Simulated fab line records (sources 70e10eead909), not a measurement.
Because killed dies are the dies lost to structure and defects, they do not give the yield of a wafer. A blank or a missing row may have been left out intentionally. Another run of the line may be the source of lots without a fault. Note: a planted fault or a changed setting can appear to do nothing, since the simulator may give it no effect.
The tool behind it: which one? || flow nand-harc || 12 lots with 36 wafers sampled at 6 steps, on a route of 1302 steps

WHAT THE GAUGES SHOWED, per wafer
NHARC_P_ZERO_WELL_CD_MEAS_11: the cd target is 500 nm. Usual: cd-nm 499.9 nm, standard deviation 1.4.
{"lot": "L143", "measured": "day 2 07:14", "on": "cd-sem-03", "cd-nm (nm)": "501.9 502.4 500.5", "flag": ""}
{"lot": "L146", "measured": "day 3 13:07", "on": "cd-sem-01", "cd-nm (nm)": "501.4 500.6 501.9", "flag": ""}
{"lot": "L151", "measured": "day 5 15:14", "on": "cd-sem-02", "cd-nm (nm)": "493.6 492.5 490.8 493.3 492.3 491.1", "flag": "OFF"}
{"lot": "L152", "measured": "day 6 01:07", "on": "cd-sem-02", "cd-nm (nm)": "494.5 495.1 493.7 494.4 495.2 493.4", "flag": "OFF"}
{"lot": "L153", "measured": "day 6 11:08", "on": "cd-sem-01", "cd-nm (nm)": "500.4 498.4 498.9", "flag": ""}
{"lot": "L154", "measured": "day 6 21:16", "on": "cd-sem-01", "cd-nm (nm)": "497.2 498.0 496.1", "flag": ""}
{"lot": "L157", "measured": "day 8 03:15", "on": "cd-sem-03", "cd-nm (nm)": "498.6 498.7 500.0", "flag": ""}
{"lot": "L160", "measured": "day 9 09:14", "on": "cd-sem-03", "cd-nm (nm)": "499.9 502.9 498.0", "flag": ""}
{"lot": "L161", "measured": "day 9 19:16", "on": "cd-sem-03", "cd-nm (nm)": "500.5 499.0 499.7", "flag": ""}
{"lot": "L162", "measured": "day 10 05:16", "on": "cd-sem-02", "cd-nm (nm)": "500.2 498.8 498.6", "flag": ""}
{"lot": "L163", "measured": "day 10 15:14", "on": "cd-sem-01", "cd-nm (nm)": "501.9 501.5 498.9", "flag": ""}
{"lot": "L164", "measured": "day 11 01:16", "on": "cd-sem-03", "cd-nm (nm)": "499.6 498.6 499.8", "flag": ""}

NHARC_P_ZERO_WELL_CD_MEAS_24: the cd target is 720 nm. Usual: cd-nm 720.1 nm, standard deviation 1.4.
{"lot": "L143", "measured": "day 2 09:31", "on": "cd-sem-03", "cd-nm (nm)": "720.0 720.2 719.5", "flag": ""}
{"lot": "L146", "measured": "day 3 14:29", "on": "cd-sem-01", "cd-nm (nm)": "720.9 720.1 721.2", "flag": ""}
{"lot": "L151", "measured": "day 5 18:57", "on": "cd-sem-02", "cd-nm (nm)": "720.2 719.8 720.2", "flag": ""}
{"lot": "L152", "measured": "day 6 09:04", "on": "cd-sem-01", "cd-nm (nm)": "718.5 719.5 719.3", "flag": ""}
{"lot": "L153", "measured": "day 6 12:30", "on": "cd-sem-01", "cd-nm (nm)": "717.2 719.1 720.1", "flag": ""}
{"lot": "L154", "measured": "day 6 22:29", "on": "cd-sem-02", "cd-nm (nm)": "718.1 719.3 719.6", "flag": ""}
{"lot": "L157", "measured": "day 8 04:37", "on": "cd-sem-01", "cd-nm (nm)": "719.9 718.6 717.9", "flag": ""}
{"lot": "L160", "measured": "day 9 10:35", "on": "cd-sem-03", "cd-nm (nm)": "719.1 720.8 720.1", "flag": ""}
{"lot": "L161", "measured": "day 9 21:11", "on": "cd-sem-01", "cd-nm (nm)": "719.1 719.2 719.1", "flag": ""}
{"lot": "L162", "measured": "day 10 06:41", "on": "cd-sem-03", "cd-nm (nm)": "719.5 720.5 721.0", "flag": ""}
{"lot": "L163", "measured": "day 10 16:34", "on": "cd-sem-02", "cd-nm (nm)": "723.3 721.0 724.1", "flag": ""}
{"lot": "L164", "measured": "day 11 02:37", "on": "cd-sem-01", "cd-nm (nm)": "722.7 721.3 722.2", "flag": ""}

NHARC_P_ZERO_WELL_INSPECT_43. Usual: raw-defect-count 13, standard deviation 7.1.
{"lot": "L143", "measured": "day 2 14:37", "on": "defect-inspect-02", "raw-defect-count": "17 6 16", "flag": ""}
{"lot": "L146", "measured": "day 3 19:28", "on": "defect-inspect-02", "raw-defect-count": "7 4 11", "flag": ""}
{"lot": "L151", "measured": "day 6 00:26", "on": "defect-inspect-02", "raw-defect-count": "14 9 13", "flag": ""}
{"lot": "L152", "measured": "day 7 10:01", "on": "defect-inspect-01", "raw-defect-count": "11 8 3", "flag": ""}
{"lot": "L153", "measured": "day 6 17:44", "on": "defect-inspect-02", "raw-defect-count": "5 11 9", "flag": ""}
{"lot": "L154", "measured": "day 7 03:58", "on": "defect-inspect-02", "raw-defect-count": "22 38 16", "flag": ""}
{"lot": "L157", "measured": "day 8 09:35", "on": "defect-inspect-02", "raw-defect-count": "14 8 7", "flag": ""}
{"lot": "L160", "measured": "day 9 15:41", "on": "defect-inspect-01", "raw-defect-count": "24 16 21", "flag": ""}
{"lot": "L161", "measured": "day 10 02:44", "on": "defect-inspect-01", "raw-defect-count": "6 7 3", "flag": ""}
{"lot": "L162", "measured": "day 10 15:46", "on": "defect-inspect-01", "raw-defect-count": "15 15 12", "flag": ""}
{"lot": "L163", "measured": "day 10 21:40", "on": "defect-inspect-02", "raw-defect-count": "11 19 17", "flag": ""}
{"lot": "L164", "measured": "day 11 07:42", "on": "defect-inspect-02", "raw-defect-count": "24 11 16", "flag": ""}

NHARC_END_SORT_01. Usual: killed-at-array 54, standard deviation 16; killed-at-other 0.6, standard deviation 0.86; killed-at-periphery 3.8, standard deviation 2.6; killed-dies 58, standard deviation 16; killed-open 3.3, standard deviation 1.8; killed-short 2.7, standard deviation 1.7.
{"lot": "L152", "measured": "day 28 16:24", "on": "prober-02", "killed-at-array": 47, "killed-at-other": 1, "killed-at-periphery": 2, "killed-dies": 50, "killed-open": 4, "killed-short": 3, "flag": ""}

TOOL THAT RAN EACH LOT (tool first, then ch and the chambers of the sampled wafers, then the start)
{"lot": "L143", "NHARC_P_ZERO_WELL_SOFTBAKE_06": "litho-track-03 ch 0, day 2 06:00", "NHARC_P_ZERO_WELL_ETCH_62": "rie-diel-02 ch 0,1,3, day 2 09:31 or earlier"}
{"lot": "L146", "NHARC_P_ZERO_WELL_SOFTBAKE_06": "litho-track-05 ch 0, day 3 12:00", "NHARC_P_ZERO_WELL_ETCH_62": "rie-diel-02 ch 0,1, day 3 14:29 or earlier"}
{"lot": "L151", "NHARC_P_ZERO_WELL_SOFTBAKE_06": "litho-track-05 ch 0, day 5 14:00", "NHARC_P_ZERO_WELL_ETCH_62": "rie-diel-02 ch 0,2,3, day 5 18:57 or earlier"}
{"lot": "L152", "NHARC_P_ZERO_WELL_SOFTBAKE_06": "litho-track-05 ch 0, day 6 00:00", "NHARC_P_ZERO_WELL_ETCH_62": "rie-diel-02 ch 0,1,3, day 6 09:04 or earlier"}
{"lot": "L153", "NHARC_P_ZERO_WELL_SOFTBAKE_06": "litho-track-03 ch 0, day 6 10:00", "NHARC_P_ZERO_WELL_ETCH_62": "rie-diel-09 ch 0,1,2, day 6 12:30 or earlier"}
{"lot": "L154", "NHARC_P_ZERO_WELL_SOFTBAKE_06": "litho-track-02 ch 0, day 6 20:00", "NHARC_P_ZERO_WELL_ETCH_62": "rie-diel-06 ch 0,2,3, day 6 22:29 or earlier"}
{"lot": "L157", "NHARC_P_ZERO_WELL_SOFTBAKE_06": "litho-track-03 ch 0, day 8 02:00", "NHARC_P_ZERO_WELL_ETCH_62": "rie-diel-02 ch 0,2,3, day 8 04:37 or earlier"}
{"lot": "L160", "NHARC_P_ZERO_WELL_SOFTBAKE_06": "litho-track-05 ch 0, day 9 08:00", "NHARC_P_ZERO_WELL_ETCH_62": "rie-diel-02 ch 0,2,3, day 9 10:35 or earlier"}
{"lot": "L161", "NHARC_P_ZERO_WELL_SOFTBAKE_06": "litho-track-05 ch 0, day 9 18:00", "NHARC_P_ZERO_WELL_ETCH_62": "rie-diel-02 ch 1,2,3, day 9 21:11 or earlier"}
{"lot": "L162", "NHARC_P_ZERO_WELL_SOFTBAKE_06": "litho-track-05 ch 0, day 10 04:00", "NHARC_P_ZERO_WELL_ETCH_62": "rie-diel-09 ch 0,3, day 10 06:41 or earlier"}
{"lot": "L163", "NHARC_P_ZERO_WELL_SOFTBAKE_06": "litho-track-05 ch 0, day 10 14:00", "NHARC_P_ZERO_WELL_ETCH_62": "rie-diel-06 ch 0,1,3, day 10 16:34 or earlier"}
{"lot": "L164", "NHARC_P_ZERO_WELL_SOFTBAKE_06": "litho-track-03 ch 0, day 11 00:00", "NHARC_P_ZERO_WELL_ETCH_62": "rie-diel-09 ch 0,2,3, day 11 02:37 or earlier"}
- NHARC_P_ZERO_WELL_SOFTBAKE_06: time 70 s.
- NHARC_P_ZERO_WELL_ETCH_62: etches the open film in CHF3/Ar, target depth 13 nm, time 6.5 s.

WHAT THE TOOLS THEMSELVES READ (means of the sampled wafers that have a number; where no wafer has one, the mark that the record gives instead)
NHARC_P_ZERO_WELL_SOFTBAKE_06. Usual: exhaust-pa 45.1 Pa, standard deviation 0.88; heater-power-total-W 200.8 W, standard deviation 1.3.
{"lot": "L143", "tool": "litho-track-03", "exhaust-pa (Pa)": 44.3, "heater-power-total-W (W)": 200.6, "flag": ""}
{"lot": "L146", "tool": "litho-track-05", "exhaust-pa (Pa)": 45.7, "heater-power-total-W (W)": 201.6, "flag": ""}
{"lot": "L151", "tool": "litho-track-05", "exhaust-pa (Pa)": 46.0, "heater-power-total-W (W)": 334.2, "flag": "OFF"}
{"lot": "L152", "tool": "litho-track-05", "exhaust-pa (Pa)": 45.7, "heater-power-total-W (W)": 332.1, "flag": "OFF"}
{"lot": "L153", "tool": "litho-track-03", "exhaust-pa (Pa)": 45.2, "heater-power-total-W (W)": 200.8, "flag": ""}
{"lot": "L154", "tool": "litho-track-02", "exhaust-pa (Pa)": 45.7, "heater-power-total-W (W)": 200.2, "flag": ""}
{"lot": "L157", "tool": "litho-track-03", "exhaust-pa (Pa)": 44.5, "heater-power-total-W (W)": 202.2, "flag": ""}
{"lot": "L160", "tool": "litho-track-05", "exhaust-pa (Pa)": 44.3, "heater-power-total-W (W)": 200.9, "flag": ""}
{"lot": "L161", "tool": "litho-track-05", "exhaust-pa (Pa)": 44.8, "heater-power-total-W (W)": 201.0, "flag": ""}
{"lot": "L162", "tool": "litho-track-05", "exhaust-pa (Pa)": 46.4, "heater-power-total-W (W)": 201.5, "flag": ""}
{"lot": "L163", "tool": "litho-track-05", "exhaust-pa (Pa)": 45.6, "heater-power-total-W (W)": 201.6, "flag": ""}
{"lot": "L164", "tool": "litho-track-03", "exhaust-pa (Pa)": 44.2, "heater-power-total-W (W)": 200.9, "flag": ""}

NHARC_P_ZERO_WELL_ETCH_62. Usual: drypump-motor-current-A 5.6 A, standard deviation 0.31; oes-product-au 0.960 a.u., standard deviation 0.018; rf-fwd-power-W 488.2 W, standard deviation 2.2; rf-vpp-V 370.9 V, standard deviation 2.4; showerhead-plenum-p-Torr 2.36 Torr, standard deviation 0.11; throttle-valve-pct 20.217 %, standard deviation 0.0093.
{"lot": "L143", "tool": "rie-diel-02", "drypump-motor-current-A (A)": 5.3, "oes-product-au (a.u.)": 0.928, "rf-fwd-power-W (W)": 487.0, "rf-vpp-V (V)": 368.9, "showerhead-plenum-p-Torr (Torr)": 2.25, "throttle-valve-pct (%)": 20.219, "flag": ""}
{"lot": "L146", "tool": "rie-diel-02", "drypump-motor-current-A (A)": 5.4, "oes-product-au (a.u.)": 0.976, "rf-fwd-power-W (W)": 488.2, "rf-vpp-V (V)": 369.0, "showerhead-plenum-p-Torr (Torr)": 2.28, "throttle-valve-pct (%)": 20.213, "flag": ""}
{"lot": "L151", "tool": "rie-diel-02", "drypump-motor-current-A (A)": 5.3, "oes-product-au (a.u.)": 0.967, "rf-fwd-power-W (W)": 487.2, "rf-vpp-V (V)": 369.2, "showerhead-plenum-p-Torr (Torr)": 2.30, "throttle-valve-pct (%)": 20.210, "flag": ""}
{"lot": "L152", "tool": "rie-diel-02", "drypump-motor-current-A (A)": 5.3, "oes-product-au (a.u.)": 0.950, "rf-fwd-power-W (W)": 486.7, "rf-vpp-V (V)": 368.1, "showerhead-plenum-p-Torr (Torr)": 2.24, "throttle-valve-pct (%)": 20.228, "flag": ""}
{"lot": "L153", "tool": "rie-diel-09", "drypump-motor-current-A (A)": 5.8, "oes-product-au (a.u.)": 0.971, "rf-fwd-power-W (W)": 486.8, "rf-vpp-V (V)": 372.9, "showerhead-plenum-p-Torr (Torr)": 2.44, "throttle-valve-pct (%)": 20.213, "flag": ""}
{"lot": "L154", "tool": "rie-diel-06", "drypump-motor-current-A (A)": 5.9, "oes-product-au (a.u.)": 0.965, "rf-fwd-power-W (W)": 489.8, "rf-vpp-V (V)": 372.0, "showerhead-plenum-p-Torr (Torr)": 2.44, "throttle-valve-pct (%)": 20.218, "flag": ""}
{"lot": "L157", "tool": "rie-diel-02", "drypump-motor-current-A (A)": 5.4, "oes-product-au (a.u.)": 0.975, "rf-fwd-power-W (W)": 487.5, "rf-vpp-V (V)": 368.9, "showerhead-plenum-p-Torr (Torr)": 2.29, "throttle-valve-pct (%)": 20.209, "flag": ""}
{"lot": "L160", "tool": "rie-diel-02", "drypump-motor-current-A (A)": 5.3, "oes-product-au (a.u.)": 0.977, "rf-fwd-power-W (W)": 487.5, "rf-vpp-V (V)": 370.6, "showerhead-plenum-p-Torr (Torr)": 2.29, "throttle-valve-pct (%)": 20.217, "flag": ""}
{"lot": "L161", "tool": "rie-diel-02", "drypump-motor-current-A (A)": 5.5, "oes-product-au (a.u.)": 0.945, "rf-fwd-power-W (W)": 487.1, "rf-vpp-V (V)": 368.2, "showerhead-plenum-p-Torr (Torr)": 2.28, "throttle-valve-pct (%)": 20.226, "flag": ""}
{"lot": "L162", "tool": "rie-diel-09", "drypump-motor-current-A (A)": 5.4, "oes-product-au (a.u.)": 0.956, "rf-fwd-power-W (W)": 486.6, "rf-vpp-V (V)": 372.2, "showerhead-plenum-p-Torr (Torr)": 2.40, "throttle-valve-pct (%)": 20.223, "flag": ""}
{"lot": "L163", "tool": "rie-diel-06", "drypump-motor-current-A (A)": 5.8, "oes-product-au (a.u.)": 0.968, "rf-fwd-power-W (W)": 490.4, "rf-vpp-V (V)": 369.9, "showerhead-plenum-p-Torr (Torr)": 2.34, "throttle-valve-pct (%)": 20.225, "flag": ""}
{"lot": "L164", "tool": "rie-diel-09", "drypump-motor-current-A (A)": 5.6, "oes-product-au (a.u.)": 0.964, "rf-fwd-power-W (W)": 488.0, "rf-vpp-V (V)": 372.3, "showerhead-plenum-p-Torr (Torr)": 2.38, "throttle-valve-pct (%)": 20.214, "flag": ""}

THE ANSWER, worked out from the rows above alone
Rule: a lot counts as off when the mean over its wafers that have a number is more than 3 standard deviations away from the usual mean. A lot without any number at a reading at which 4 lots or more have one is off too. Any other lot the step has rows for is counted as sound. First the gauges in route order, then the tools' own readings, where a lot's mean is used as printed above. The first step at which some lot is off is used, and at that step the reading that is off furthest; a lot without a number counts as furthest.
Off at NHARC_P_ZERO_WELL_CD_MEAS_11 (cd-nm): L151, L152.
A tool fits if, at a process step before that reading, it ran every lot that is off, and no sound lot after the first of them. Not tried: the gauges at NHARC_P_ZERO_WELL_CD_MEAS_11; whatever is off there is also off at NHARC_P_ZERO_WELL_SOFTBAKE_06, on other tools, and gauge error can't account for it. Of those tried, none fits.

WHAT HAD BEEN PUT IN BY THE SIMULATOR
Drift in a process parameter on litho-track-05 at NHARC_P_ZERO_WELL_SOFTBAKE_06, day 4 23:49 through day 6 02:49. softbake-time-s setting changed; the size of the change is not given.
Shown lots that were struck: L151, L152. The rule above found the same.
